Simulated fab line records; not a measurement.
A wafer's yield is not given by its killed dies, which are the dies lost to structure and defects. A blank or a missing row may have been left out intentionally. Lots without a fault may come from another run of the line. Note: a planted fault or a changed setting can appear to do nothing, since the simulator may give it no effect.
fab line records | flow n5-finfet
record: lots: 3 wafers: 8 last-day: 19
route steps=1938 shown BEOL_M14@1741 BEOL_M15@1773
lots that met no fault: from a run of the same line without faults
start-h: the number of hours between the record's first day and the start of the first shown wafer of the lot | wait-h: how many hours have passed since the lot's step before this one | " same as the row above | L1.1+2: a single row standing in for several wafers | - no value, or no start was given | * or withheld: withheld | < > ~ a bound
route shown NAME@n: a module of which the file shows steps, and the number in the route of the first | usual: the fault-free wafers' mean and standard deviation | same: alike in all rows | chamber/n: place in a boat | sites: each site's reading | _std_site: the values' standard deviation | _edge_site: outer sites' mean less inner sites' | radius-mm: for every site, how far away it sits from the centre of the wafer | mask NAME#n: copy n | behind: the most recent tool/chamber to have shaped the wafer | hold: why the lot was held/for how many hours/how that ended | device: the n, p or np transistor that did not switch | end of line: the route-end tests of the same wafers | a step given without rows: its recipe and nothing more | killed: at the first sort, the dies lost to defects and structure; wafer yield is something else | map: the dies of a wafer, with x for killed, . for not killed, _ for no die there
set.NAME: setting as actually run; set.NAME@STEP: the setting as run at that earlier step | model.NAME: the simulator's own value behind a step, which no gauge read
lots at selected steps of the route; one table per step, one row per wafer
services: from which hour (start-h, from the record's first day; less than 0 if before it) a tool's chamber was out of use, for how many hours, and why
== steps ==
step: N5_BEOL_M14_SOFTBAKE_23
recipe: temp-c: 130 time-s: 60
step: N5_BEOL_M14_EXPOSE_25
recipe: mask-id: M14 na: 0.8 source-shape: annular sigma-inner: 0.5 sigma-outer: 0.8 polarization: unpolarized target-cd-nm: 280 dose-mj: 26.6
step: N5_BEOL_M14_PEB_26
recipe: peb-temp-c: 130 peb-time-s: 90
step: N5_BEOL_M14_DEVELOP_27
recipe: develop-time-s: 45 rinse-liquid: diw dry: air-spin dev-temp-c: 21
step: N5_BEOL_M14_HARDBAKE_32
recipe: temp-c: 130 time-s: 120
step: N5_BEOL_M14_DESCUM_33
recipe: chemistry: O2 time-s: 7.9 source-power-w: 50 bias-power-w: 20 pressure-mtorr: 20 rf-frequency-hz: 2.712e+07 temp-c: 40 o2-flow-sccm: 225
step: N5_BEOL_M14_ETCH_67
recipe: chemistry: CF4 target: SiARC target-depth-a: 1430 time-s: 238.3 ion-energy-ev: 80 pressure-mtorr: 40 source-w: 545 bias-w: 36 Ar_flow_sccm: 100 cf4-flow-sccm: 100 ends: cleared
step: N5_BEOL_M14_ETCH_68
recipe: chemistry: N2/H2 target: SOC mask-material: SiARC source-w: 3000 bias-w: 350 temp-c: 40 time-s: 450 ion-energy-ev: 200 pressure-mtorr: 30 n2-flow-sccm: 200 h2-flow-sccm: 200
step: N5_BEOL_M14_STRIP_69
recipe: chemistry: N2/H2 temp-c: 40 n2-flow-sccm: 200 h2-flow-sccm: 200 rf-frequency-hz: 6e+07
step: N5_BEOL_M14_TRENCH_ETCH_34
recipe: chemistry: C4F8/O2/Ar target: SiO2 target-depth-a: 5566.5 mask-material: SOC he-inner-torr: 15 he-outer-torr: 30 time-s: 126.9 ion-energy-ev: 800 pressure-mtorr: 20 source-w: 1905 bias-w: 2040 Ar_flow_sccm: 400 C4F8_flow_sccm: 16 O2_flow_sccm: 12
usual: drypump-motor-current-A: 5.7/0.4 oes-product-au: 0.81/0.092 rf-vpp-V: 2211/34 showerhead-plenum-p-Torr: 3.43/0.057 throttle-valve-pct: 30.82/0.15
columns lot.wafer tool chamber start-h wait-h drypump-motor-current-A oes-product-au rf-hours-counter-h rf-vpp-V showerhead-plenum-p-Torr throttle-valve-pct model.etch.depth-nm
L896.2 rie-diel-05 2 309.46 0.0 5.5 0.95 5 2224 3.40 30.58 554.3
L896.3 " 0 " " 6.2 0.67 217 2227 3.40 31.14 543.5
L896.4 " 1 " " 5.4 0.72 218 2197 3.37 30.98 567.1
L904.2 rie-diel-05 0 369.74 0.0 6.2 0.66 241 2227 3.38 31.13 506.1
L904.4 " 3 " " 5.3 0.81 100 2177 3.45 30.84 574.6
L912.2 rie-diel-06 0 428.12 0.0 5.8 0.78 124 2238 3.43 30.99 547.9
L912.5 " 0 " " 5.8 0.77 - 2239 3.43 30.98 546.3
L912.6 " 1 " " 5.8 0.76 - 2205 3.46 30.70 556.1
step: N5_BEOL_M14_STRIP_70
recipe: chemistry: C4F8/O2/Ar resist: SiARC rf-frequency-hz: 6e+07
step: N5_BEOL_M14_OCD_MEAS_35
usual: trench-depth-nm: 556/11
columns lot.wafer tool chamber start-h wait-h trench-depth-nm
L896.2 ocd-01 - 309.61 0.0 554
L896.3 " - " " 543
L896.4 " - " " 567
L904.2 ocd-02 - 369.90 0.0 506
L904.4 " - " " 575
L912.2 ocd-01 - 428.28 0.0 547
L912.5 " - " " 546
L912.6 " - " " 556
step: N5_BEOL_M14_STRIP_37
recipe: chemistry: O2 power-w: 600 temp-c: 60 pressure-mtorr: 30 rf-frequency-hz: 6e+07 bias-power-w: 0 overash-fraction: 0.3 o2-flow-sccm: 225
step: N5_BEOL_M14_ETCH_38
recipe: chemistry: CF4/N2 target: SiCN target-depth-a: 1065 taper-deg: 2 time-s: 120.6 ion-energy-ev: 150 mask-material: SiO2 pressure-mtorr: 40 source-w: 430 bias-w: 70 Ar_flow_sccm: 100 cf4-flow-sccm: 60 n2-flow-sccm: 60
step: N5_BEOL_M14_PRECLEAN_39
recipe: chemistry: residue-remover time-s: 60 temp-c: 40
step: N5_BEOL_M14_SRD_40
recipe: time-s: 30 temp-c: 23 rinse-liquid: diw dry: n2-spin spin-rpm: 1500 dry-time-s: 30
step: N5_BEOL_M14_DEGAS_41
recipe: ambient: vacuum temp-c: 300 time-s: 60
step: N5_BEOL_M14_PRE_CLEAN_42
recipe: gas: H2/He time-s: 30 temp-c: 300
step: N5_BEOL_M14_SPUTTER_43
recipe: material: TaN target-thk-a: 150 temp-c: 50 bias-v: 168.6 power-w: 15000 chamber-pressure-pa: 0.12 time-s: 24.19
step: N5_BEOL_M14_SPUTTER_44
recipe: material: Ta target-thk-a: 150 temp-c: 50 bias-v: 80 power-w: 15000 chamber-pressure-pa: 0.07 time-s: 24.19
step: N5_BEOL_M14_SPUTTER_45
recipe: material: Cu target-thk-a: 1000 temp-c: -20 bias-v: 60 power-w: 26000 chamber-pressure-pa: 0.13 time-s: 16.67
step: N5_BEOL_M14_ECD_47
recipe: material: Cu target-thk-a: 12480
step: N5_BEOL_M14_ANNEAL_48
recipe: temp-c: 225 time-s: 90 ambient: N2
step: N5_BEOL_M14_CMP_49
recipe: stop-on: SiO2 t-overpolish-s: 5.2 down-force-psi: 2 platen-rpm: 80 clearing-platen-down-force-psi: 2 clearing-platen-rpm: 80 post-cmp-clean: cu-alkaline target-thk-nm: 560 clearing-platen-pad-velocity-m-s: 1.5917 pad-velocity-m-s: 1.5917
usual: barrier-field-endpoint-s: 11.32/0.24 clearing-platen-down-force-psi: 2.000/0.0039 motor-current-A: 8.1/0.91 overpolish-run-s: 5.202/0.0085 time-to-endpoint-s: 121/3.9
columns lot.wafer tool chamber start-h wait-h barrier-field-endpoint-s clearing-platen-down-force-psi motor-current-A overpolish-run-s time-to-endpoint-s model.Cu_of_BEOL_M14_ECD_47.thk-nm
L896.2 cmp-03 1 311.39 0.2 11.58 1.994 6.9 5.197 125 557.2
L896.4 " 3 " " 11.19 1.997 8.1 5.218 117 569.6
L896.3 " 0 " " 11.40 2.008 9.7 5.197 121 545.4
L904.4 cmp-01 0 375.51 0.1 11.08 1.997 9.8 5.223 120 578.6
L904.2 " 1 " " 10.84 1.998 8.2 5.194 117 509
L912.2 cmp-03 2 432.71 0.3 11.33 2.000 8.5 5.194 125 551.4
L912.6 " 0 " " 11.14 2.003 9.3 5.206 121 559.4
L912.5 " 1 " " 11.41 1.997 6.5 5.218 125 550
step: N5_BEOL_M14_THK_MEAS_50
recipe: thk-meas-gauge: xrf reads: Cu_of_BEOL_M14_ECD_47
usual: M14_THK: 552/12
columns lot.wafer tool chamber start-h wait-h M14_THK[nm]
L896.2 film-metro-01 - 311.69 - 552
L896.3 " - " " 536
L896.4 " - " " 565
L904.2 film-metro-01 - 375.81 - 504
L904.4 " - " " 575
L912.2 film-metro-02 - 432.93 - 536
L912.5 " - " " 539
L912.6 " - " " 549
step: N5_BEOL_M14_PRE_CLEAN_52
recipe: gas: NH3 time-s: 15 temp-c: withheld rf-power-w: 300
step: N5_BEOL_M14_DEP_53
recipe: material: SiCN target-thk-a: 500 temp-c: withheld precursor: 3MS/NH3 pressure-torr: 3 rf-w: 675 time-s: 17.8
step: N5_BEOL_M14_RS_MEAS_54
recipe: thk-meas-gauge: four-point-probe reads: Cu_of_BEOL_M14_ECD_47+Ta_of_BEOL_M14_SPUTTER_44+TaN_of_BEOL_M14_SPUTTER_43
usual: M14_RS: 0.0333/0.00067
columns lot.wafer tool chamber start-h wait-h M14_RS[ohm/sq]
L896.2 film-metro-02 - 311.82 0.1 0.0334
L896.3 " - " " 0.0341
L896.4 " - " " 0.0327
L904.2 film-metro-02 - 375.94 0.1 0.0367
L904.4 " - " " 0.0321
L912.2 film-metro-01 - 433.06 0.1 0.0337
L912.5 " - " " 0.0339
L912.6 " - " " 0.0333
step: N5_BEOL_M15_ILD_DEP_00
recipe: material: SiO2 target-thk-a: 16293 temp-c: 400 precursor: TEOS/O2 pressure-torr: 6.5 rf-w: 900 teos-flow-sccm: 161.4 gas: O2 flow-sccm: 2650 time-s: 346.1
step: N5_BEOL_M15_COAT_58
recipe: resist: BARC temp-c: 205 time-s: 60 spin-rpm: 1500 resist-thk-nm: 89
step: N5_BEOL_M15_COAT_04
recipe: spin-rpm: 1704 resist-thk-nm: 800
step: N5_BEOL_M15_EBR_06
recipe: solvent: PGMEA ebr-width-mm: 1.5
step: N5_BEOL_M15_SOFTBAKE_05
recipe: temp-c: 130 time-s: 60
step: N5_BEOL_M15_EXPOSE_07
recipe: mask-id: V14 na: 0.8 source-shape: annular sigma-inner: 0.5 sigma-outer: 0.8 polarization: unpolarized attpsm-phase-deg: 180 dose-mj: 41.25
step: N5_BEOL_M15_PEB_08
recipe: peb-temp-c: 130 peb-time-s: 90
step: N5_BEOL_M15_DEVELOP_09
recipe: develop-time-s: 45 rinse-liquid: diw dry: air-spin dev-temp-c: 21
step: N5_BEOL_M15_HARDBAKE_14
recipe: temp-c: 130 time-s: 120
step: N5_BEOL_M15_RC_MEAS_101
usual: COMB_M10: 1.47e-11/2.9e-12 COMB_M11: 1.5e-11/3.1e-12 COMB_M12: 6.5e-12/1.3e-12 COMB_M13: 4.9e-12/1.1e-12 COMB_M14: 3.6e-12/8.2e-13 COMB_M15: 2.7e-12/6.3e-13 COMB_M5: 3.6e-11/7.7e-12 COMB_M6: 2.6e-11/5.4e-12 COMB_M6_max_site: 3.8e-11/9.2e-12 COMB_M7: 2.6e-11/5.6e-12 COMB_M8: 2.5e-11/4.9e-12 COMB_M8_max_site: 3.6e-11/9.3e-12 COMB_M9: 1.4e-11/3.1e-12 SERP_M10: 3.10/0.093 SERP_M11: 3.10/0.097 SERP_M12: 0.629/0.018 SERP_M13: 0.314/0.0072 SERP_M14: 0.160/0.0037 SERP_M14_max_site: 0.162/0.0038 SERP_M5: 38.1/1.8 SERP_M6: 14.0/0.5 SERP_M7: 13.9/0.6 SERP_M8: 13.8/0.57 SERP_M9: 3.09/0.09
columns lot.wafer tool chamber start-h wait-h COMB_M10[S/m] COMB_M11[S/m] COMB_M12[S/m] COMB_M13[S/m] COMB_M14[S/m] COMB_M15[S/m] COMB_M5[S/m] COMB_M6[S/m] COMB_M6_max_site[S/m] COMB_M7[S/m] COMB_M8[S/m] COMB_M8_max_site[S/m] COMB_M9[S/m] SERP_M10[ohm/um] SERP_M11[ohm/um] SERP_M12[ohm/um] SERP_M13[ohm/um] SERP_M14[ohm/um] SERP_M14_max_site[ohm/um] SERP_M5[ohm/um] SERP_M6[ohm/um] SERP_M7[ohm/um] SERP_M8[ohm/um] SERP_M9[ohm/um]
L896.2 prober-02 0 319.09 0.2 1.24e-11 1.9e-11 8.1e-12 4e-12 5.3e-12 1.5e-12 4.5e-11 2.1e-11 3.1e-11 2.6e-11 2.6e-11 3.6e-11 2.1e-11 3.03 3.16 0.641 0.313 0.163 0.164 37.3 14.8 13.7 15.1 3.14
L896.3 " 0 " " 1.24e-11 1.5e-11 7.1e-12 4.3e-12 3.5e-12 3e-12 2.6e-11 1.7e-11 3e-11 2.8e-11 2.2e-11 3.2e-11 1.6e-11 3.28 3.09 0.621 0.319 0.164 0.168 36.5 14.7 14.1 14.3 3.00
L896.4 " 0 " " 1.46e-11 1.8e-11 7e-12 3.9e-12 3.4e-12 2e-12 4.1e-11 2e-11 2.9e-11 2.7e-11 2.3e-11 3.7e-11 1.8e-11 3.18 3.12 0.658 0.317 0.159 0.160 38.1 13.6 13.5 14.4 3.10
L904.2 prober-02 0 381.41 0.2 1.56e-11 1.4e-11 5.9e-12 5.3e-12 2.3e-12 1.9e-12 2.9e-11 2.3e-11 4.5e-11 1.7e-11 2.5e-11 2.8e-11 1.4e-11 3.07 3.04 0.654 0.311 0.182 0.183 35.9 14.3 12.7 13.0 2.89
L904.4 " 0 " " 1.75e-11 1.5e-11 7.6e-12 4.6e-12 3e-12 2.3e-12 2.7e-11 2.9e-11 4e-11 2.7e-11 2.9e-11 3.8e-11 1.1e-11 2.95 3.10 0.629 0.319 0.158 0.161 36.9 13.7 14.1 13.3 3.07
L912.2 prober-02 0 443.18 0.2 1.28e-11 1.9e-11 5.7e-12 3.7e-12 3.3e-12 1.3e-12 3e-11 1.9e-11 3.5e-11 2.7e-11 2.4e-11 3.2e-11 1.8e-11 3.13 3.13 0.609 0.317 0.164 0.165 38.6 14.3 14.9 13.3 3.32
L912.5 " 0 " " 9.8e-12 1.4e-11 6.6e-12 3.7e-12 4.3e-12 1.5e-12 3.1e-11 1.7e-11 2.5e-11 3e-11 1.6e-11 2.3e-11 1.4e-11 3.16 3.06 0.622 0.312 0.163 0.164 35.9 14.5 13.6 14.0 3.21
L912.6 " 0 " " 1.31e-11 1.5e-11 7.2e-12 3.4e-12 2.5e-12 2.3e-12 3.1e-11 1.9e-11 2.9e-11 3e-11 2.4e-11 3.8e-11 1.6e-11 3.08 2.98 0.620 0.320 0.161 0.163 37.0 14.6 14.3 13.6 3.11
sites SERP_M14 radius-mm=0,75,75,75,75,140,140,140,140
L896.2 0.163 0.163 0.164 0.162 0.163 0.164 0.163 0.162 0.163
L904.2 0.182 0.182 0.182 0.179 0.183 0.181 0.181 0.181 0.182
L912.2 0.163 0.163 0.163 0.164 0.163 0.164 0.165 0.164 0.165
== services ==
columns tool chamber start-h hours kind
rie-diel-06 2 318.16 10.9 repair
cmp-01 - 331.94 3.6 pm
cmp-03 - 332.25 1.2 repair
rie-diel-06 - 369.08 2.8 pm
cmp-03 - 379.25 3.6 repair
rie-diel-06 3 388.92 - clean
rie-diel-06 3 388.92 - consumable-replace:focus-ring
rie-diel-06 3 388.92 19.5 scheduled-down
rie-diel-06 3 388.92 19.5 vent-cycle
cmp-01 - 392.00 1.8 repair
rie-diel-05 0 399.21 - clean
rie-diel-05 0 399.21 - consumable-replace:focus-ring
rie-diel-05 0 399.21 20.1 scheduled-down
rie-diel-05 0 399.21 20.1 vent-cycle
cmp-01 - 418.24 5.0 repair
rie-diel-05 1 419.35 - clean
rie-diel-05 1 419.35 - consumable-replace:focus-ring
rie-diel-06 1 428.94 21.8 repair
cmp-03 - 429.60 0.4 repair
== key ==
first-sign: step: N5_BEOL_M14_OCD_MEAS_35 reading: trench-depth-nm direction: down sigmas: 4.5 usual: 556 struck: 506
effect: step: N5_BEOL_M14_THK_MEAS_50 reading: M14_THK direction: down sigmas: 4.1 usual: 552 struck: 504
effect: step: N5_BEOL_M14_RS_MEAS_54 reading: M14_RS direction: up sigmas: 5 usual: 0.0333 struck: 0.0367
effect: step: N5_BEOL_M15_RC_MEAS_101 reading: SERP_M14 direction: up sigmas: 5.7 usual: 0.160 struck: 0.182
model-effect: step: N5_BEOL_M14_TRENCH_ETCH_34 value: etch.depth-nm without: 534.6 struck: 506.1
model-effect: step: N5_BEOL_M14_CMP_49 value: Cu_of_BEOL_M14_ECD_47.thk-nm without: 537.4 struck: 509
met-at N5_BEOL_M14_TRENCH_ETCH_34
struck-wafers L904.2
onset-between 309.46 369.74
fault: kind: process-parameter-drift tool: rie-diel-05 chamber: - onset-h: 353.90 steps: N5_BEOL_M14_TRENCH_ETCH_34 channel: time-s offset: * shape: step end-h: 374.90 scope: struck-wafers-only acts-in: * stated: *
